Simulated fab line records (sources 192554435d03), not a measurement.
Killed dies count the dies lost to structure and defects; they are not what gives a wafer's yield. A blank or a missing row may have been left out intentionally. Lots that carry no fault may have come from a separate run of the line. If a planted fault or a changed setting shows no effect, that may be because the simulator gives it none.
Struck lot and sound lot, side by side + flow n5-finfet + 37 out of 1938 route steps
Sound: the wafers L383.1, L383.2, L383.6. Struck: wafers L387.2, L387.5, L387.6. The cause is given at the end.
At each step with rows: each side's tool, then ch and its chambers, then its first start. Under that, the readings that differ: sound wafers + struck wafers + difference of the means + sigmas: that difference in standard deviations of wafers without a fault.
alike: same words and numbers on both sides, and readings whose means sit less than 2 such deviations apart. not compared: any withheld reading, any reading some wafer has no value for, any bound like >300 that may hide the same value, and any number with overlapping values for which the record gives no deviation.
Wherever a step has rows on one side only, a row that says differs or no value, or a row with sigmas, the two part there. Non-overlapping numbers with no deviation appear without sigmas and do not part them. A reading that every wafer of one side lacks parts them only if that side has two wafers or more.

first, 9 steps without rows for these wafers: N5_BEOL_M4_ILD_DEP_00 (deposits SiOC from DEMS/O2, target thk 79 nm, time 15.3 s); N5_BEOL_M4_PECVD_72 (deposits SiO2 from TEOS/O2, target thk 16 nm, time 18 s); N5_BEOL_M4_HM_DEP_02 (deposits TiN, target thk 20 nm); N5_BEOL_M4_COAT_61 (time 60 s, resist thk 60 nm); N5_BEOL_M4_COAT_62 (time 60 s, resist thk 12 nm); N5_BEOL_M4_COAT_73 (time 60 s, resist thk 5 nm); N5_BEOL_M4_COAT_05 (resist thk 30 nm); N5_BEOL_M4_EBR_07; N5_BEOL_M4_SOFTBAKE_06 (time 60 s).
N5_BEOL_M4_EXPOSE_08: exposes mask M4.
  sound on euv-scanner-01 ch 0, day 8 23:57; struck on euv-scanner-01 ch 0, day 10 13:58
| reading              | sound             | struck            | difference | sigmas      |
|----------------------|-------------------|-------------------|------------|-------------|
| exposure-dose-mJ-cm2 | 41.23 41.23 41.15 | 26.74 26.73 26.80 | -14.45     | -99 or more |
  alike: mask
then, 2 steps without rows for these wafers: N5_BEOL_M4_PEB_09 (peb time 60 s); N5_BEOL_M4_DEVELOP_10 (develop time 30 s).
N5_BEOL_M4_CD_MEAS_11 targets a cd of 16.79 nm.
  sound on cd-sem-02 ch 0, day 9 00:05; struck on cd-sem-02 ch 0, day 10 14:06
| reading    | sound             | struck         | difference | sigmas |
|------------|-------------------|----------------|------------|--------|
| cd-nm (nm) | 16.69 16.66 17.37 | 5.22 5.05 4.85 | -11.87     | -46    |
then, 1 step without rows for these wafers: N5_BEOL_M4_DESCUM_16 (chemistry O2, time 7 s).
N5_BEOL_M4_ETCH_74: etches underlayer in N2/H2, target depth 6.5 nm, time 5.2 s.
  sound on rie-diel-02 ch 2,3, day 9 01:00; struck on rie-diel-03 ch 0,3, day 10 14:16
| reading                         | sound   | struck            | difference | sigmas |
|---------------------------------|---------|-------------------|------------|--------|
| model.BEOL_M4.cd-offset-nm (nm) | 0 0 0.2 | -11.4 -11.6 -11.8 | -11.7      |        |
  alike: drypump-motor-current-A, etch-rf-on-time-s, h2-flow-sccm, oes-product-au, rf-vpp-V, showerhead-plenum-p-Torr, throttle-valve-pct
  not compared: rf-hours-counter-h
then, 5 steps without rows for these wafers: N5_BEOL_M4_ETCH_63 (etches SiARC in CF4, target depth 15.6 nm, time 26 s); N5_BEOL_M4_ETCH_64 (etches SOC in N2/H2, target depth 75 nm, overetch 22.5 nm, time 121.9 s); N5_BEOL_M4_STRIP_65 (strips in N2/H2); N5_BEOL_M4_STRIP_75 (strips in N2/H2); N5_BEOL_M4_STRIP_66 (strips in CF4).
N5_BEOL_M4_HM_OPEN_17: chemistry Cl2/BCl3, target TiN, target depth 20 nm, overetch 6 nm.
  sound on rie-metal-02 ch 0,1, day 9 01:13; struck on rie-metal-01 ch 1, day 10 14:31
| reading                         | sound       | struck          | difference | sigmas |
|---------------------------------|-------------|-----------------|------------|--------|
| drypump-motor-current-A (A)     | 6.4 6.3 6.3 | 5.4 5.4 5.4     | -0.9       | -2     |
| model.BEOL_M4.cd-offset-nm (nm) | -0.2 0 0.4  | -11.4 -11.8 -12 | -11.8      |        |
  alike: oes-product-au, throttle-valve-pct
  not compared: rf-hours-counter-h
then, 1 step without rows for these wafers: N5_BEOL_M4_STRIP_19 (strips in O2).
N5_BEOL_M4_CD_MEAS_18: pitch 36 nm, target cd 18 nm.
  struck on cd-sem-01, day 10 14:49; sound on cd-sem-01, day 9 01:25
| reading    | sound          | struck      | difference | sigmas |
|------------|----------------|-------------|------------|--------|
| cd-nm (nm) | 17.8 17.8 18.5 | 6.5 6.2 6.1 | -11.8      | -32    |
then, 11 steps without rows for these wafers: N5_BEOL_M4_COAT_67 (time 60 s, resist thk 60 nm); N5_BEOL_M4_COAT_68 (time 60 s, resist thk 12 nm); N5_BEOL_M4_COAT_76 (time 60 s, resist thk 5 nm); N5_BEOL_M4_COAT_22 (resist thk 30 nm); N5_BEOL_M4_EBR_24; N5_BEOL_M4_SOFTBAKE_23 (time 60 s); N5_BEOL_M4_EXPOSE_25 (exposes mask V3, defocus 5 nm); N5_BEOL_M4_PEB_26 (peb time 60 s); N5_BEOL_M4_DEVELOP_27 (develop time 30 s); N5_BEOL_M4_DESCUM_33 (chemistry O2, time 7 s); N5_BEOL_M4_ETCH_77 (etches underlayer in N2/H2, target depth 6.5 nm, time 5.2 s).
N5_BEOL_M4_CD_MEAS_35: target cd 18 nm, target cd y 22.4 nm.
  struck on cd-sem-02, day 10 19:05; sound on cd-sem-03, day 9 08:32
| reading    | sound          | struck      | difference | sigmas |
|------------|----------------|-------------|------------|--------|
| cd-nm (nm) | 17.4 17.7 18.5 | 6.3 6.1 6.0 | -11.7      | -29    |
N5_BEOL_M4_RC_MEAS_101:
  the record has rows for the sound wafers here (prober-02 ch 0, day 9 12:50) and none for the struck ones
-- here the record skips 4 days between the struck wafers' starts before and after, leaving off in module BEOL_M4 and picking up in module PASSIVATION (first step shown: number 1936 of the route) --
N5_PASSIVATION_PROBE_49:
  record: rows for the struck wafers here (prober-02, day 15 05:52), none for the sound ones

## WHERE THEY PART
Earliest at N5_BEOL_M4_EXPOSE_08; latest, in this record, at N5_PASSIVATION_PROBE_49.

WHY: whatever the simulator had introduced
Process parameter drift: euv-scanner-01, from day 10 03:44 on, at N5_BEOL_M4_EXPOSE_08. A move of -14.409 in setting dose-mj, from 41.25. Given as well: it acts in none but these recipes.
